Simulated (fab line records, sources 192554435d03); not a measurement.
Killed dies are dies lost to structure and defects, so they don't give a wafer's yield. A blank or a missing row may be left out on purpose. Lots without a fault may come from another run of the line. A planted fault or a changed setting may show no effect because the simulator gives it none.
Which tool did it? | flow n5_finfet | 11 lots, 27 wafers sampled, at 5 steps of a route of 1938

WHAT THE GAUGES READ, wafer by wafer
N5_BEOL_M4_RC_MEAS_101. Usual: DIBL_N 36.6 mV/V, standard deviation 2.3; DIBL_P 36.3 mV/V, standard deviation 2.8; IOFF_N 0.17 nA/um, standard deviation 0.047; IOFF_P 0.22 nA/um, standard deviation 0.048; ION_N 676 uA/um, standard deviation 14; ION_P 463 uA/um, standard deviation 9.4; SS_N 71.6 mV/dec, standard deviation 0.84; SS_P 73.4 mV/dec, standard deviation 0.85; VT_N 249 mV, standard deviation 3.7; VT_P -249 mV, standard deviation 3.6.
lot  | measured     | on        | DIBL_N (mV/V)  | DIBL_P (mV/V)  | IOFF_N (nA/um) | IOFF_P (nA/um) | ION_N (uA/um) | ION_P (uA/um) | SS_N (mV/dec)  | SS_P (mV/dec)  | VT_N (mV)   | VT_P (mV)      | flag
L749 | day 7 23:09  | prober-02 | 35.1 34.6 37.2 | 32.6 33.7 37.4 | 0.15 0.13 0.18 | 0.18 0.18 0.24 | 667 679 674   | 461 470 467   | 72.0 70.9 71.3 | 73.0 71.8 73.8 | 249 253 248 | -249 -249 -248 |
L750 | day 8 11:25  | prober-01 | 36.9 35.2      | 36.2 33.8      | 0.16 0.14      | 0.22 0.19      | 660 671       | 461 462       | 71.9 71.6      | 73.2 72.3      | 249 254     | -249 -254      |
L753 | day 8 20:05  | prober-02 | 36.2 36.8 40.1 | 36.8 38.0 39.1 | 0.14 0.16 0.21 | 0.19 0.21 0.23 | 661 674 681   | 457 462 452   | 70.4 71.6 71.8 | 74.2 73.8 74.6 | 252 249 246 | -254 -251 -253 |
L758 | day 10 04:59 | prober-01 | 38.0 36.7      | 39.6 37.7      | 0.23 0.19      | 0.33 0.27      | 697 677       | 481 471       | 71.9 72.0      | 74.5 74.3      | 246 249     | -240 -242      |
L759 | day 10 12:26 | prober-01 | 36.1 32.4 36.0 | 36.6 30.0 36.9 | 0.14 0.09 0.15 | 0.20 0.12 0.21 | 670 662 692   | 461 453 468   | 70.8 70.4 70.9 | 73.4 71.4 72.8 | 250 257 249 | -250 -257 -250 |
L761 | day 10 22:14 | prober-01 | 37.7 38.0      | 37.3 38.8      | 0.18 0.21      | 0.24 0.26      | 692 684       | 473 469       | 71.2 71.5      | 73.7 73.6      | 245 243     | -247 -245      |
L766 | day 12 01:37 | prober-02 | 39.0 37.3      | 40.8 36.9      | 0.24 0.20      | 0.32 0.24      | 689 683       | 475 471       | 72.3 72.7      | 74.6 74.1      | 241 247     | -241 -248      |
L767 | day 12 09:54 | prober-01 | 33.5 36.1      | 33.8 36.4      | 0.12 0.16      | 0.17 0.22      | 658 679       | 456 466       | 70.8 71.5      | 71.8 73.1      | 251 250     | -252 -250      |
L768 | day 12 23:11 | prober-01 | 36.6 35.3      | 38.3 36.4      | 0.16 0.14      | 0.25 0.21      | 679 672       | 473 471       | 73.0 71.3      | 73.3 73.1      | 248 253     | -247 -249      |
L770 | day 13 03:17 | prober-02 | 36.4 34.7 36.7 | 35.4 33.0 35.2 | 0.16 0.13 0.16 | 0.19 0.17 0.20 | 668 688 681   | 458 471 469   | 71.6 71.2 71.7 | 72.9 72.6 73.6 | 250 250 252 | -252 -251 -248 |
L772 | day 13 22:28 | prober-02 | 39.1 33.5 38.9 | 40.3 33.6 37.9 | 0.23 0.14 0.22 | 0.30 0.18 0.25 | 704 688 683   | 479 474 468   | 72.8 71.2 72.8 | 74.6 73.0 73.7 | 243 248 246 | -245 -249 -244 |

WHICH TOOL RAN EACH LOT (tool, then ch and the chambers of the sampled wafers, then the start)
lot  | N5_GATE_CUT_CMP_43           | N5_MOL_CONTACT_COAG_DESCUM_13      | N5_MOL_CONTACT_COAG_CONTACT_ETCH_14 | N5_MOL_CONTACT_COAG_TI_SIL_19
L749 | cmp-02 ch 0,2,3, day 4 16:27 | rie_diel-02 ch 0,2,3, day 4 17:37  | rie_diel-02 ch 0,2,3, day 4 17:49   | pvd_sputter-02, day 4 18:48
L750 | cmp-04 ch 1,2, day 4 20:11   | rie_diel-03 ch 0,1, day 4 21:26    | rie_diel-03 ch 0,1, day 4 21:37     | pvd_sputter-02, day 4 22:18
L753 | cmp-03 ch 1,2,3, day 5 18:21 | rie_diel-01 ch 1,2,3, day 5 19:33  | rie_diel-01 ch 1,2,3, day 5 19:44   | pvd_sputter-01, day 5 20:29
L758 | cmp-04 ch 0,2, day 6 21:35   | rie_diel-02 ch 0,1, day 6 22:29    | rie_diel-02 ch 0,1, day 6 22:40     | pvd_sputter-02, day 7 00:13
L759 | cmp-04 ch 0,1,2, day 7 02:14 | rie_diel-01 ch 1,2, day 7 03:29    | rie_diel-01 ch 1,2, day 7 03:41     | pvd_sputter-02, day 7 04:53
L761 | cmp-02 ch 3, day 7 17:43     | rie_diel-01 ch 1,2, day 7 18:46    | rie_diel-01 ch 1,2, day 7 18:56     | pvd_sputter-01, day 7 19:51
L766 | cmp-03 ch 0,3, day 9 00:15   | rie_diel-03 ch 3, day 9 01:31      | rie_diel-03 ch 3, day 9 01:41       | pvd_sputter-03, day 9 02:26
L767 | cmp-03 ch 2,3, day 9 03:14   | rie_diel-02 ch 0,1, day 9 04:25    | rie_diel-02 ch 0,1, day 9 04:36     | pvd_sputter-03, day 9 06:42
L768 | cmp-03 ch 2,3, day 9 14:28   | rie_diel-02 ch 0,3, day 9 15:49    | rie_diel-02 ch 0,3, day 9 16:00     | pvd_sputter-01, day 9 16:45
L770 | cmp-04 ch 0,3, day 10 02:39  | rie_diel-01 ch 0,1,2, day 10 03:47 | rie_diel-01 ch 0,1,2, day 10 03:58  | pvd_sputter-03, day 10 04:49
L772 | cmp-02 ch 2,3, day 10 10:40  | rie_diel-03 ch 0,2,3, day 10 11:44 | rie_diel-03 ch 0,2,3, day 10 11:55  | pvd_sputter-03, day 10 12:35
- N5_GATE_CUT_CMP_43: polishes SiO2.
- N5_MOL_CONTACT_COAG_DESCUM_13: chemistry O2, time 7 s.
- N5_MOL_CONTACT_COAG_CONTACT_ETCH_14: etches SiO2 in C4F6/O2, target depth 27.5 nm, overetch 8.5 nm, time 20 s.
- N5_MOL_CONTACT_COAG_TI_SIL_19: material Ti, target thk 4.2 nm, time 15 s.

WHAT THE TOOLS THEMSELVES READ (means of the sampled wafers that have a number; where no wafer has one, the mark that the record gives instead)
N5_GATE_CUT_CMP_43. Usual: motor_current_A 12.1 A, standard deviation 1.3; retaining_ring_pressure_frac 1.000, standard deviation 0.0047.
lot  | tool   | motor_current_A (A) | retaining_ring_pressure_frac | flag
L749 | cmp-02 | 12.3                | 0.997                        |
L750 | cmp-04 | 11.8                | 1.006                        |
L753 | cmp-03 | 11.6                | 0.999                        |
L758 | cmp-04 | 11.6                | 0.998                        |
L759 | cmp-04 | 11.3                | 0.998                        |
L761 | cmp-02 | 12.5                | 0.996                        |
L766 | cmp-03 | 11.6                | 0.999                        |
L767 | cmp-03 | 10.9                | 1.006                        |
L768 | cmp-03 | 10.9                | 1.000                        |
L770 | cmp-04 | 10.8                | 0.998                        |
L772 | cmp-02 | 12.6                | 1.001                        |

N5_MOL_CONTACT_COAG_DESCUM_13. Usual: drypump_motor_current_A 5.7 A, standard deviation 0.42; oes_product_au 0.78 a.u., standard deviation 0.092; rf_vpp_V 243.5 V, standard deviation 1.5; showerhead_plenum_p_Torr 2.10 Torr, standard deviation 0.085; temp_c 40.00 C, standard deviation 0.11; throttle_valve_pct 20.47 %, standard deviation 0.25.
lot  | tool        | drypump_motor_current_A (A) | oes_product_au (a.u.) | rf_vpp_V (V) | showerhead_plenum_p_Torr (Torr) | temp_c (C) | throttle_valve_pct (%) | flag
L749 | rie_diel-02 | 5.6                         | 0.76                  | 242.2        | 2.02                            | 40.04      | 20.50                  |
L750 | rie_diel-03 | 5.8                         | 0.69                  | 241.9        | 2.02                            | 40.03      | 20.37                  |
L753 | rie_diel-01 | 5.7                         | 0.80                  | 243.6        | 2.11                            | 40.00      | 20.55                  |
L758 | rie_diel-02 | 5.5                         | 0.70                  | 241.6        | 1.96                            | 40.03      | 20.52                  |
L759 | rie_diel-01 | 5.8                         | 0.81                  | 242.6        | 2.08                            | 40.03      | 20.40                  |
L761 | rie_diel-01 | 5.6                         | 0.81                  | 242.8        | 2.08                            | 40.02      | 20.39                  |
L766 | rie_diel-03 | 6.0                         | 0.83                  | 244.8        | 2.15                            | 39.89      | 20.41                  |
L767 | rie_diel-02 | 5.5                         | 0.83                  | 243.4        | 2.08                            | 39.99      | 20.32                  |
L768 | rie_diel-02 | 5.7                         | 0.75                  | 242.9        | 2.03                            | 40.07      | 20.40                  |
L770 | rie_diel-01 | 5.7                         | 0.76                  | 242.8        | 2.10                            | 39.99      | 20.43                  |
L772 | rie_diel-03 | 5.6                         | 0.85                  | 244.9        | 2.16                            | 40.02      | 20.44                  |

N5_MOL_CONTACT_COAG_CONTACT_ETCH_14. Usual: drypump_motor_current_A 5.7 A, standard deviation 0.42; oes_product_au 0.67 a.u., standard deviation 0.075; rf_fwd_power_W 363.5 W, standard deviation 2.2; rf_vpp_V 693 V, standard deviation 3.7; showerhead_plenum_p_Torr 2.89 Torr, standard deviation 0.12; throttle_valve_pct 21.31 %, standard deviation 0.26.
lot  | tool        | drypump_motor_current_A (A) | oes_product_au (a.u.) | rf_fwd_power_W (W) | rf_vpp_V (V) | showerhead_plenum_p_Torr (Torr) | throttle_valve_pct (%) | flag
L749 | rie_diel-02 | 5.6                         | 0.65                  | 363.9              | 690          | 2.82                            | 21.51                  |
L750 | rie_diel-03 | 5.8                         | 0.61                  | 363.5              | 690          | 2.76                            | 21.06                  |
L753 | rie_diel-01 | 5.6                         | 0.67                  | 363.6              | 693          | 2.88                            | 21.29                  |
L758 | rie_diel-02 | 5.5                         | 0.60                  | 361.8              | 688          | 2.72                            | 21.38                  |
L759 | rie_diel-01 | 5.8                         | 0.68                  | 363.5              | 692          | 2.85                            | 21.13                  |
L761 | rie_diel-01 | 5.6                         | 0.70                  | 363.4              | 692          | 2.83                            | 21.09                  |
L766 | rie_diel-03 | 6.0                         | 0.71                  | 363.9              | 694          | 2.93                            | 21.12                  |
L767 | rie_diel-02 | 5.5                         | 0.72                  | 406.4              | 672          | 2.88                            | 21.20                  | OFF
L768 | rie_diel-02 | 5.7                         | 0.65                  | 406.2              | 669          | 2.84                            | 21.42                  | OFF
L770 | rie_diel-01 | 5.7                         | 0.66                  | 362.2              | 693          | 2.87                            | 21.17                  |
L772 | rie_diel-03 | 5.7                         | 0.72                  | 363.8              | 695          | 2.95                            | 21.17                  |

N5_MOL_CONTACT_COAG_TI_SIL_19. Usual: throttle_valve_pct 30.2 %, standard deviation 0.88.
lot  | tool           | throttle_valve_pct (%) | flag
L749 | pvd_sputter-02 | 30.5                   |
L750 | pvd_sputter-02 | 31.0                   |
L753 | pvd_sputter-01 | 29.3                   |
L758 | pvd_sputter-02 | 29.8                   |
L759 | pvd_sputter-02 | 30.6                   |
L761 | pvd_sputter-01 | 28.5                   |
L766 | pvd_sputter-03 | 31.0                   |
L767 | pvd_sputter-03 | 30.9                   |
L768 | pvd_sputter-01 | 29.7                   |
L770 | pvd_sputter-03 | 30.5                   |
L772 | pvd_sputter-03 | 30.2                   |

THE ANSWER, worked out from the rows above alone
Rule: a lot is off if the mean of its wafers that have a number lies more than 3 standard deviations from the usual mean. A lot without any number at a reading at which 4 lots or more have one is off too. The other lots that the step has rows for count as sound. The gauges are gone through in route order, then the tools' own readings, and for those a lot's mean is taken as printed above. The first step at which some lot is off is used, and at that step the reading that is off furthest; a lot without a number counts as furthest.
Off: L767, L768, at N5_MOL_CONTACT_COAG_CONTACT_ETCH_14 (rf_fwd_power_W).
A tool fits if, at that step or a process step before it, it ran every lot that is off, and no sound lot after the first of them. Can't be told from this: 2 tools fit, cmp-03 at N5_GATE_CUT_CMP_43, rie_diel-02 at N5_MOL_CONTACT_COAG_DESCUM_13 and N5_MOL_CONTACT_COAG_CONTACT_ETCH_14.

WHAT THE SIMULATOR HAD PUT IN
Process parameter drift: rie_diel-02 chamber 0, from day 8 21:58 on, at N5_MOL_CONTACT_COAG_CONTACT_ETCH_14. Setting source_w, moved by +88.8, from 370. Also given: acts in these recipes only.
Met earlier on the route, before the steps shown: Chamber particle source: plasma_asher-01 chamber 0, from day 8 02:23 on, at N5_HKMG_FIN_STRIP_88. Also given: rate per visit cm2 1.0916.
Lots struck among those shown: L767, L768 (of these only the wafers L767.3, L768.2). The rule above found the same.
